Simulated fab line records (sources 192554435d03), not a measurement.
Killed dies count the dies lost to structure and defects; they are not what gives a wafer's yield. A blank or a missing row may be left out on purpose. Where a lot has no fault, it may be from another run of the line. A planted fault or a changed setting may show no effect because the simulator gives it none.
Split-lot experiment    flow n5Finfet    route with 1938 steps; 7 lots, 21 wafers read

THE SPLIT
At N5_BEOL_M3_COAT_22 (resist thk 30 nm), the setting spinRpm was moved away from the recipe's 1500 rpm on 5 of the 21 wafers read, by -11.1% to -8.5%. All remaining wafers had this setting at the recipe value.

FROM THE SPLIT TO THE READING: what the file shows between them, 2 steps
- N5_BEOL_M3_EXPOSE_25: exposes mask V2, defocus 5 nm (also split here: doseMj)
- N5_BEOL_M3_PEB_26: peb time 60 s

THE READING
CAR-EUV_of_BEOL_M3_COAT_22.thkNm (the simulator's own value, which no gauge read), in nm, at N5_BEOL_M3_DEVELOP_27 (develop time 30 s). No usual value for it is given in the file. The 16 wafers here that ran the recipe average 29.6 nm, standard deviation 0.097 nm.

wafer   tool, chamber at the split  spinRpm as run, rpm  against the recipe  CAR-EUV_of_BEOL_M3_COAT_22.thkNm, nm  against lot-mates on the recipe
L074.1  lithoTrack-01, 0            1500                 recipe              29.4                                  -
L074.3  lithoTrack-01, 0            1500                 recipe              29.4                                  -
L074.5  lithoTrack-01, 0            1500                 recipe              29.6                                  -
L076.2  lithoTrack-03, 0            1373                 -8.5%               30.8                                  +1.4
L076.3  lithoTrack-03, 0            1500                 recipe              29.4                                  -
L076.5  lithoTrack-03, 0            1373                 -8.5%               31                                    +1.6
L082.4  lithoTrack-01, 0            1500                 recipe              29.6                                  -
L082.5  lithoTrack-01, 0            1500                 recipe              29.6                                  -
L082.6  lithoTrack-01, 0            1500                 recipe              29.6                                  -
L083.1  lithoTrack-01, 0            1500                 recipe              29.6                                  -
L083.3  lithoTrack-01, 0            1500                 recipe              29.6                                  -
L083.5  lithoTrack-01, 0            1500                 recipe              29.6                                  -
L084.2  lithoTrack-03, 0            1373                 -8.5%               31                                    +1.4
L084.3  lithoTrack-03, 0            1500                 recipe              29.6                                  -
L084.4  lithoTrack-03, 0            1500                 recipe              29.6                                  -
L088.1  lithoTrack-03, 0            1500                 recipe              29.6                                  -
L088.2  lithoTrack-03, 0            1500                 recipe              29.6                                  -
L088.3  lithoTrack-03, 0            1500                 recipe              29.6                                  -
L090.1  lithoTrack-03, 0            1500                 recipe              29.8                                  -
L090.2  lithoTrack-03, 0            1334                 -11.1%              31.6                                  +1.8
L090.4  lithoTrack-03, 0            1334                 -11.1%              31.6                                  +1.8

THE FIT
A straight line over all 21 wafers: CAR-EUV_of_BEOL_M3_COAT_22.thkNm changes by -0.173 nm for each +1% of spinRpm; r = -0.99; the points scatter about the line by 0.11 nm.
The same after taking each lot's own level away (the mean of its wafers on the recipe; 21 wafers): -0.167 nm for each +1%; r = -1.00; scatter 0.059 nm.
According to that fit, moving spinRpm by its largest amount changes the reading by 1.9 nm.
Across the lots, their own levels run from 29.40 to 29.80 nm, a range of 4.1 times the standard deviation given above.
The two slopes agree, so the slope changes little with the lot-to-lot level.
Check: with one of the wafers moved furthest among these (-11.1%) left out of the fit, the line predicts +1.87 nm for it against its lot-mates. Against them it came out at +1.8 nm.

ADDITIONAL SPLITS CARRIED BY THESE WAFERS
Before the reading, these wafers also passed through other splits. Each is held against what the fit with the lots' levels taken away leaves over:
other split on the same wafers  wafers away from the commonest value  r with CAR-EUV_of_BEOL_M3_COAT_22.thkNm (lot level and that fit taken away)
N5_BEOL_M2_ETCH_69 biasW        9                                     -0.14
N5_BEOL_M3_EXPOSE_25 doseMj     8                                     -0.02

THE WHOLE CHAIN: every reading that the file lists as answering this split, in the file's order
step                   what it does       reading                                                                            change (the file's fit)                r (the file's)
N5_BEOL_M3_COAT_22     resist thk 30 nm   CAR-EUV_of_BEOL_M3_COAT_22.thkNm (the simulator's own value, which no gauge read)  -0.158 nm for each +1% of the setting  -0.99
N5_BEOL_M3_DEVELOP_27  develop time 30 s  CAR-EUV_of_BEOL_M3_COAT_22.thkNm (the simulator's own value, which no gauge read)  -0.167 nm for each +1% of the setting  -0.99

FILE'S OWN FIT
CAR-EUV_of_BEOL_M3_COAT_22.thkNm changes by -0.167 nm for each +1% of spinRpm, r = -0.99.
